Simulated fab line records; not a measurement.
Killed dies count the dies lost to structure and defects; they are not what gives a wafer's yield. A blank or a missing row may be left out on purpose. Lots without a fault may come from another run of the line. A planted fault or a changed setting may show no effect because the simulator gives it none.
fab line records	flow nand_harc
record: lots: 6	wafers: 18	last_day: 24
route steps=1159 shown THIN_TSV@1140 END@1159
lots untouched by any fault: they come from a run of this same line in which no faults occurred
start_h: the number of hours between the record's first day and the start of the first shown wafer of the lot	wait_h: hours from the lot's prior step to this one	" repeats the value in the row above	L1.1+2: a single row standing in for several wafers	- no value, or no start given	* or withheld: withheld	< > ~ a bound
route shown NAME@n: NAME is a module with steps in the file, n the number in the route of the first one	usual: average and standard deviation across the fault-free wafers	same: alike in all rows	chamber/n: place in a boat	sites: each site's reading	_std_site: how widely they spread, as a standard deviation	_edge_site: inner sites' mean taken away from outer sites' mean	radius_mm: how far each site lies from the wafer's centre	mask NAME#n: copy n	behind: the most recent tool/chamber to have shaped the wafer	hold: the reason the lot was held/the length of the hold in hours/how it ended	device: the n, p or np transistor that did not switch	end of line: tests run on the same wafers once the route is complete	a step given without rows: its recipe and nothing more	killed: the dies lost at the first sort to structure and to defects; this is not the yield of the wafer	map: dies across one wafer; x = killed, . = not, _ = none there
set.NAME: the setting that was run; set.NAME@STEP: the one run at that earlier step	model.NAME: the simulator's own value behind a step, which no gauge read
lots at some steps of the route; a table a step, a row a wafer
services: a tool's chamber out of use, with start hour (start_h, from the record's first day; less than 0 if before it), hours out, and reason
== steps ==
step: NHARC_THIN_TSV_DEHYDRATE_25
recipe: temp_c: 150	time_s: 120
step: NHARC_THIN_TSV_HMDS_26
recipe: time_s: 30
step: NHARC_THIN_TSV_COAT_27
recipe: spin_rpm: *
step: NHARC_THIN_TSV_SOFTBAKE_28
recipe: temp_c: 122	time_s: 95
step: NHARC_THIN_TSV_EBR_29
step: NHARC_THIN_TSV_EXPOSE_30
recipe: na: 0.55	dose_mj: 11.47	mask_id: PAD
step: NHARC_THIN_TSV_PEB_31
recipe: peb_temp_c: 118	peb_time_s: 85
step: NHARC_THIN_TSV_DEVELOP_32
recipe: time_s: 70
step: NHARC_THIN_TSV_CD_MEAS_33
recipe: target_cd_nm: 5000	landing_energy_ev: 500
usual: cd_nm: 4999.1/1.6
lot.wafer	tool	chamber	start_h	wait_h	cd_nm
L384.2	cd_sem-01	0	446.28	-	5004.2
L384.5	"	0	"	"	4997.3
L384.6	"	0	"	"	5000.6
L389.2	cd_sem-02	0	455.74	-	5000.2
L389.4	"	0	"	"	4999.0
L389.6	"	0	"	"	4999.0
L395.1	cd_sem-03	0	494.77	-	4996.9
L395.4	"	0	"	"	4998.1
L395.5	"	0	"	"	4999.0
L405.3	cd_sem-02	0	567.76	-	4998.2
L405.4	"	0	"	"	4998.4
L405.5	"	0	"	"	5000.1
L406.1	cd_sem-03	0	568.47	-	4997.4
L406.2	"	0	"	"	4999.2
L406.3	"	0	"	"	4997.9
L404.1	cd_sem-03	0	569.59	-	4998.2
L404.5	"	0	"	"	4998.1
L404.6	"	0	"	"	4997.2
step: NHARC_THIN_TSV_HARDBAKE_34
recipe: temp_c: 125	time_s: 80
step: NHARC_THIN_TSV_DESCUM_35
recipe: time_s: 3	o2_flow_sccm: 200	ar_flow_sccm: 0	bias_power_w: 0	chemistry: O2
usual: drypump_motor_current_A: 5.8/0.54	oes_product_au: 0.998/0.0087	rf_vpp_V: 57.9/0.84	showerhead_plenum_p_Torr: 1.92/0.061	throttle_valve_pct: 11.311/0.0092
lot.wafer	tool	chamber	start_h	wait_h	drypump_motor_current_A	oes_product_au	rf_hours_counter_h	rf_vpp_V	showerhead_plenum_p_Torr	throttle_valve_pct
L384.2	rie_diel-13	2	446.47	-	6.5	1.016	12	58.5	1.84	11.313
L384.5	"	3	"	"	4.8	1.004	-	57.0	2.00	11.296
L384.6	"	0	"	"	5.2	1.002	-	57.6	1.95	11.321
L389.2	rie_diel-11	0	455.91	-	6.0	0.998	4	57.1	1.97	11.309
L389.4	"	1	"	"	6.1	1.002	4	57.6	1.93	11.309
L389.6	"	0	"	"	6.0	0.996	-	58.7	1.97	11.305
L395.4	rie_diel-02	1	494.95	-	5.9	1.012	15	58.3	1.84	11.303
L395.1	"	2	"	"	5.6	1.013	17	58.6	1.98	11.311
L395.5	"	1	"	"	5.9	1.008	-	58.1	1.84	11.320
L405.3	rie_diel-02	3	567.93	-	6.7	1.000	6	57.3	1.84	11.326
L405.4	"	1	"	"	5.8	1.001	6	58.1	1.84	11.304
L405.5	"	3	"	"	6.6	1.008	-	57.3	1.84	11.316
L406.3	rie_diel-11	0	568.63	-	6.0	0.990	1	59.7	1.97	11.305
L406.1	"	1	"	"	6.1	1.005	2	57.9	1.93	11.320
L406.2	"	2	"	"	6.6	1.007	0	57.3	1.90	11.311
L404.1	rie_diel-13	2	569.75	-	6.5	0.998	6	57.1	1.84	11.309
L404.6	"	2	"	"	6.5	0.993	-	57.0	1.84	11.306
L404.5	"	3	"	"	4.8	0.983	-	57.9	1.99	11.306
step: NHARC_THIN_TSV_ETCH_59
recipe: target_depth_a: 8800	icp_w: 900	bias_w: 100	Cl2_flow_sccm: 60	bcl3_flow_sccm: 30	time_s: 138.1	chemistry: Cl2/BCl3
usual: drypump_motor_current_A: 5.8/0.42	oes_product_au: 1.008/0.0093	run_length_s: 159.8/0.38	throttle_valve_pct: 22.264/0.0091
lot.wafer	tool	chamber	start_h	wait_h	drypump_motor_current_A	oes_product_au	rf_hours_counter_h	run_length_s	throttle_valve_pct
L384.2	rie_metal-01	0	446.56	0.1	5.8	1.013	3.1	159.4	22.273
L384.5	"	0	"	"	5.8	1.012	-	160.2	22.261
L384.6	"	1	"	"	5.9	1.014	-	160.5	22.243
L389.2	rie_metal-01	1	456.02	0.1	5.9	1.025	3.5	160.5	22.264
L389.4	"	0	"	"	5.8	1.007	-	159.9	22.257
L389.6	"	1	"	"	5.9	1.020	-	160.6	22.263
L395.1	rie_metal-03	1	495.06	0.1	5.0	0.990	0.9	159.3	22.267
L395.4	"	1	"	"	5.0	0.999	-	159.3	22.261
L395.5	"	1	"	"	5.0	0.997	-	159.6	22.263
L405.4	rie_metal-03	1	568.13	0.2	5.0	0.994	-	159.3	22.262
L405.3	"	0	"	"	6.2	1.004	-	159.9	22.266
L405.5	"	0	"	"	6.2	1.001	-	160.4	22.281
L406.2	rie_metal-01	0	568.76	0.1	5.8	1.007	2.4	159.4	22.265
L406.1	"	1	"	"	5.9	1.010	2.4	160.4	22.250
L406.3	"	1	"	"	5.9	1.005	-	160.2	22.263
L404.1	rie_metal-03	0	569.88	0.1	6.2	1.020	3.4	160.2	22.274
L404.5	"	0	"	"	6.1	1.016	-	159.9	22.265
L404.6	"	1	"	"	4.9	1.003	-	159.2	22.251
step: NHARC_THIN_TSV_ETCH_36
recipe: target_depth_a: 650	over_etch_frac: 0.3	time_s: 18.571	ion_energy_ev: 150	chemistry: Cl2/BCl3
usual: drypump_motor_current_A: 5.8/0.42	oes_product_au: 1.007/0.0089	run_length_s: 40.2/0.36
lot.wafer	tool	chamber	start_h	wait_h	drypump_motor_current_A	oes_product_au	rf_hours_counter_h	run_length_s
L384.2	rie_metal-01	1	446.83	0.2	5.9	1.010	3.2	40.8
L384.6	"	0	"	"	5.8	1.019	-	39.9
L384.5	"	1	"	"	5.9	1.022	-	40.6
L389.2	rie_metal-01	0	456.29	0.2	5.8	1.015	3.7	40.3
L389.4	"	1	"	"	5.9	1.019	-	40.7
L389.6	"	0	"	"	5.8	1.010	-	39.9
L395.1	rie_metal-03	0	495.33	0.2	6.2	1.011	1.2	40.5
L395.4	"	1	"	"	4.9	1.006	-	39.9
L395.5	"	0	"	"	6.2	1.003	-	40.2
L405.3	rie_metal-03	1	568.32	0.1	4.9	0.993	-	35.1
L405.4	"	0	"	"	6.2	1.011	-	35.5
L405.5	"	1	"	"	5.0	0.990	-	34.4
L406.1	rie_metal-01	0	569.01	0.2	5.8	0.999	2.5	40.4
L406.2	"	1	"	"	5.9	1.002	2.5	40.7
L406.3	"	1	"	"	5.9	1.016	-	41.2
L404.1	rie_metal-03	1	570.15	0.2	5.0	0.998	3.4	34.4
L404.5	"	0	"	"	6.1	1.008	-	34.9
L404.6	"	1	"	"	5.0	0.994	-	34.4
step: NHARC_THIN_TSV_STRIP_56
recipe: power_w: 1500	temp_c: 250	chemistry: O2
usual: drypump_motor_current_A: 5.72/0.2	heater_power_w: 341/25
lot.wafer	tool	chamber	start_h	wait_h	drypump_motor_current_A	heater_power_w	rf_hours_counter_h
L384.2	plasma_asher-01	1	446.92	0.1	5.39	375	61
L384.5	"	1	"	"	5.40	367	-
L384.6	"	0	"	"	5.94	374	-
L389.2	plasma_asher-02	1	456.44	0.1	5.84	329	28
L389.4	"	0	"	"	5.71	326	-
L389.6	"	1	"	"	5.84	328	-
L395.1	plasma_asher-01	0	495.47	0.1	5.92	364	10
L395.4	"	1	"	"	5.41	352	-
L395.5	"	1	"	"	5.41	355	-
L405.4	plasma_asher-02	0	568.50	0.2	5.70	295	-
L405.3	"	1	"	"	5.80	338	-
L405.5	"	1	"	"	5.80	349	-
L406.1	plasma_asher-02	1	569.15	0.1	5.83	334	9
L406.2	"	0	"	"	5.72	292	9
L406.3	"	1	"	"	5.81	338	-
L404.1	plasma_asher-02	0	570.24	0.1	5.65	295	10
L404.6	"	0	"	"	5.65	292	-
L404.5	"	1	"	"	5.83	338	-
step: NHARC_END_SORT_01
recipe: temp_c: 25
usual: defect_limited_yield: 95.1/1.8	killed_at_array: 29/11	killed_at_other: 0.5/0.8	killed_at_periphery: 3.5/2.8	killed_dies: 33/12	killed_open: 3.1/1.8	killed_short: 1.8/1.4	sort_bin_2_pct: 1.5/0.65	sort_bin_3_pct: 0.24/0.21	sort_bin_4_pct: 3.1/1.2	sort_n_pass: 644/12	sort_rim_yield_pct: 97.5/1.9	sort_yield_pct: 95.1/1.8
same: gross_dies: 677	sort_bin_5_pct[%]: 0	sort_bin_6_pct[%]: 0	sort_bin_7_pct[%]: 0	sort_bin_8_pct[%]: 0	sort_rim_n_gross: 106.00
lot.wafer	tool	chamber	start_h	wait_h	defect_limited_yield[%]	killed_at_array	killed_at_other	killed_at_periphery	killed_dies	killed_open	killed_short	sort_bin_2_pct[%]	sort_bin_3_pct[%]	sort_bin_4_pct[%]	sort_n_pass	sort_rim_yield_pct[%]	sort_yield_pct[%]
L384.2	prober-02	0	454.03	2.8	97.5	14	0	3	17	6	2	0.3	0.30	1.9	660	97.2	97.5
L384.5	prober-02	0	456.43	3.7	98.1	11	0	2	13	3	2	0.9	0	1.0	664	98.1	98.1
L384.6	prober-02	0	457.23	4.0	98.1	9	0	4	13	4	3	1.0	0	0.9	664	99.1	98.1
L389.2	prober-02	0	485.26	2.8	96.9	17	0	4	21	3	5	0.6	0	2.5	656	94.3	96.9
L389.4	prober-02	0	486.86	3.4	97.8	11	0	4	15	4	0	0.4	0	1.8	662	99.1	97.8
L389.6	prober-02	0	488.46	4.0	97.5	13	2	2	17	1	1	0.6	0	1.9	660	99.1	97.5
L404.1	prober-02	0	576.71	2.5	93.2	39	3	4	46	2	0	2.5	0.15	4.1	631	99.1	93.2
L404.5	prober-02	0	579.95	3.7	93.9	34	3	4	41	4	2	2.1	0.89	3.1	636	97.2	93.9
L404.6	prober-02	0	580.76	4.0	93.2	38	1	7	46	2	3	3.0	0.44	3.4	631	96.2	93.2
killed by level:class
L384.2 A_CONTACT:chamber_film_flake=3 A_CONTACT:geometric_particle:open=2 A_M0:geometric_particle:open=2 A_CHANNEL_HOLE_D1:chamber_film_flake=2 A_STAIRCASE:chamber_film_flake=2 P_CONTACT:geometric_particle:short=1 A_ONON_D1:geometric_particle:open=1 A_ONON_D1:geometric_particle:short=1
L384.5 A_CONTACT:chamber_film_flake=3 P_M1:chamber_film_flake=2 A_CHANNEL_HOLE_D1:chamber_film_flake=2 A_ONON_D1:geometric_particle:short=1 A_CHANNEL_FILL_D1:geometric_particle:short=1 A_WL_FILL:geometric_particle:open=1 A_CONTACT:geometric_particle:open=1 A_M0:geometric_particle:open=1
L384.6 A_CHANNEL_HOLE_D1:chamber_film_flake=3 P_GATE:geometric_particle:short=1 P_M0:geometric_particle:open=1 P_M1:geometric_particle:open=1 A_SGD_CUT:geometric_particle:short=1 A_WL_FILL:geometric_particle:short=1 A_CONTACT:geometric_particle:open=1 A_M0:geometric_particle:open=1
L389.2 A_CONTACT:chamber_film_flake=4 A_CONTACT:geometric_particle:short=3 A_STAIRCASE:chamber_film_flake=3 P_ZERO_WELL:chamber_film_flake=2 A_ZERO_WELL:chamber_film_flake=2 P_CONTACT:geometric_particle:short=1 P_M0:geometric_particle:open=1 A_ONON_D1:geometric_particle:open=1
L389.4 A_CONTACT:chamber_film_flake=4 A_CHANNEL_HOLE_D1:chamber_film_flake=3 A_CONTACT:geometric_particle:open=2 P_CONTACT:geometric_particle:open=1 P_M1:geometric_particle:open=1 P_ZERO_WELL:chamber_film_flake=1 P_GATE:chamber_film_flake=1 A_ZERO_WELL:chamber_film_flake=1
L389.6 A_CHANNEL_HOLE_D1:chamber_film_flake=5 A_CONTACT:chamber_film_flake=3 P_GATE:chamber_film_flake=2 THIN_TSV:chamber_film_flake=2 A_CHANNEL_FILL_D1:geometric_particle:short=1 A_CONTACT:geometric_particle:open=1 A_ZERO_WELL:chamber_film_flake=1 A_STAIRCASE:chamber_film_flake=1
L404.1 A_SLIT:chamber_film_flake=18 A_CHANNEL_HOLE_D1:chamber_film_flake=12 A_CONTACT:chamber_film_flake=3 THIN_TSV:chamber_film_flake=3 P_GATE:chamber_film_flake=2 P_M1:chamber_film_flake=2 A_BLC:chamber_film_flake=2 A_CONTACT:geometric_particle:open=1
L404.5 A_SLIT:chamber_film_flake=19 A_CONTACT:chamber_film_flake=4 A_CHANNEL_HOLE_D1:chamber_film_flake=3 THIN_TSV:chamber_film_flake=3 A_WL_FILL:geometric_particle:open=2 P_STI:chamber_film_flake=2 A_ONON_D1:geometric_particle:short=1 A_CHANNEL_HOLE_D1:geometric_particle:open=1
L404.6 A_SLIT:chamber_film_flake=23 A_CONTACT:chamber_film_flake=5 A_CHANNEL_HOLE_D1:chamber_film_flake=4 A_M0:geometric_particle:open=2 P_STI:chamber_film_flake=2 P_GATE:chamber_film_flake=2 A_WL_FILL:chamber_film_flake=2 P_CONTACT:geometric_particle:short=1
== services ==
tool	chamber	start_h	hours	kind
rie_diel-13	2	430.34	10.0	repair
rie_diel-13	-	453.00	9.0	pm
rie_metal-03	-	453.00	9.0	pm
rie_metal-03	0	453.00	9.0	vent_cycle
rie_metal-03	1	453.00	9.0	vent_cycle
plasma_asher-01	-	453.11	9.0	pm
rie_metal-03	0	462.00	-	clean
rie_metal-03	1	462.00	-	clean
rie_diel-13	1	465.92	23.7	repair
rie_diel-13	0	467.41	1.6	repair
rie_metal-03	1	470.25	6.7	repair
rie_diel-02	1	473.96	2.9	repair
rie_diel-13	2	481.73	11.1	repair
rie_diel-11	0	484.65	2.8	repair
rie_diel-11	1	495.22	5.8	repair
rie_diel-11	-	505.03	1.0	repair
rie_diel-02	-	505.30	9.0	pm
rie_metal-01	-	509.00	9.0	pm
rie_diel-02	-	519.22	0.8	repair
plasma_asher-02	-	526.34	1.2	repair
plasma_asher-02	-	537.60	9.0	pm
plasma_asher-01	-	539.74	1.8	repair
rie_diel-11	-	547.55	9.0	pm
rie_diel-11	0	557.36	4.8	repair
== key ==
first_sign: step: NHARC_THIN_TSV_ETCH_36	reading: run_length_s	direction: down	sigmas: 15	usual: *	struck: *
effect none on later readings
met_at NHARC_THIN_TSV_ETCH_36
struck_wafers L404.1,L404.5,L404.6,L405.3,L405.4,L405.5
onset_between 495.33 568.32
fault: kind: process_parameter_drift	tool: rie_metal-03	chamber: -	onset_h: 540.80	steps: NHARC_THIN_TSV_ETCH_36	channel: time_s	offset: *	shape: step	end_h: 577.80	acts_in: *	stated: *
